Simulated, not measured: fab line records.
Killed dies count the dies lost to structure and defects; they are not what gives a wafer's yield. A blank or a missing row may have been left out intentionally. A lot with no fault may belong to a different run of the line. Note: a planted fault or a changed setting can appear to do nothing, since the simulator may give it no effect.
One fault seen from 3 desks | flow n5_finfet | each desk holds nothing but its own numbers, with what lay behind them at the end

## THE DEFECT DESK
Inspection counts along the route, by lot: the mean over sampled wafers that carry a number. The brackets show how far a lot's mean lies from the usual mean; more than 4 standard deviations puts the lot out of limits, marked OUT.
Columns: A = raw_defect_count at N5_HKMG_FIN_INSPECT_14, usual 1.9
lot  | first seen here | A
L551 | day 4 11:37     | 2.0
L552 | day 4 18:06     | 2.5
L553 | day 4 23:22     | 3.5
L557 | day 5 23:19     | 4.5
L564 | day 7 16:11     | 19.7 (+12) OUT
L565 | day 7 21:07     | 19.3 (+12) OUT
L566 | day 8 02:09     | 19.3 (+12) OUT
L571 | day 9 10:01     | 1.7
L572 | day 9 17:38     | 2.0
L573 | day 9 20:02     | 1.3
This desk finds L564, L565, L566 out of limits, L564 being first, at day 7 16:11 (raw_defect_count at N5_HKMG_FIN_INSPECT_14). Within limits: L551, L552, L553, L557, L571, L572, L573.

## FROM THE METROLOGY DESK
Lot by lot, what the gauges showed, no matter which tool ran the lot: averages of those sampled wafers that carry a number. The brackets show how far a lot's mean lies from the usual mean; more than 4 standard deviations puts the lot out of limits, marked OUT. It has 10 readings; the 7 that lie furthest out on some lot are the ones shown.
Columns: A = IOFF_P at N5_BEOL_M4_RC_MEAS_101, usual 0.24 nA/um; B = ION_N at N5_BEOL_M4_RC_MEAS_101, usual 677 uA/um; C = ION_P at N5_BEOL_M4_RC_MEAS_101, usual 464 uA/um; D = SS_N at N5_BEOL_M4_RC_MEAS_101, usual 72.0 mV/dec; E = SS_P at N5_BEOL_M4_RC_MEAS_101, usual 73.6 mV/dec; F = VT_N at N5_BEOL_M4_RC_MEAS_101, usual 249 mV; G = VT_P at N5_BEOL_M4_RC_MEAS_101, usual -249 mV
lot  | first seen here | A    | B   | C   | D    | E    | F   | G
L551 | day 8 02:11     | 0.24 | 679 | 462 | 72.8 | 74.4 | 249 | -250
L552 | day 8 05:43     | 0.20 | 684 | 468 | 72.3 | 73.2 | 250 | -252
L553 | day 8 13:19     | 0.22 | 664 | 453 | 72.4 | 74.1 | 250 | -253
L557 | day 9 12:52     | 0.24 | 662 | 456 | 71.2 | 73.6 | 250 | -250
L571 | day 13 06:29    | 0.21 | 695 | 467 | 72.0 | 73.7 | 246 | -250
L572 | day 13 17:25    | 0.24 | 684 | 465 | 72.2 | 74.1 | 245 | -251
L573 | day 13 19:04    | 0.20 | 667 | 454 | 72.2 | 73.4 | 249 | -252
This desk found nothing out of limits on any of the 7 lots.

## FOR THE TOOL OWNER'S DESK: plasma_asher-02
The tool's own readings at N5_HKMG_FIN_STRIP_60 (strips in N2/H2, time 360 s): means of the sampled wafers that have a number, for each lot that ran on this tool. The brackets show how far a lot's mean lies from the usual mean; more than 4 standard deviations puts the lot out of limits, marked OUT.
Columns: A = drypump_motor_current_A at N5_HKMG_FIN_STRIP_60, usual 5.52 A; B = h2_flow_sccm at N5_HKMG_FIN_STRIP_60, usual 3249 sccm; C = heater_power_w at N5_HKMG_FIN_STRIP_60, usual 459 W; D = n2_flow_sccm at N5_HKMG_FIN_STRIP_60, usual 1750 sccm; E = temp_c at N5_HKMG_FIN_STRIP_60, usual 299.98 C
lot  | first seen here | A    | B    | C   | D    | E
L553 | day 4 20:48     | 5.47 | 3264 | 436 | 1750 | 300.09
L557 | day 5 20:59     | 5.54 | 3245 | 448 | 1746 | 299.98
This desk found nothing out of limits on any of the 2 lots.

## TAKEN TOGETHER
The defect desk could have raised an alarm at day 7 16:11, on L564, L565, L566.
Metrology desk: nothing out of limits seen.
Nothing out of limits was seen by the tool owner's desk.
The metrology desk has no number on record for L564, L565, L566.
The tool owner's desk has no number on record for L564, L565, L566.
Of the lots named, all ran N5_HKMG_FIN_STRIP_60 on plasma_asher-02.

## WHAT WAS PUT IN BY THE SIMULATOR
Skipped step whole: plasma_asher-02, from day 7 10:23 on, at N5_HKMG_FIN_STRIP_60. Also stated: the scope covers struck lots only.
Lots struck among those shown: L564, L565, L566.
Hours from the fault's start to each desk's first reading out of limits: the defect desk, 6.
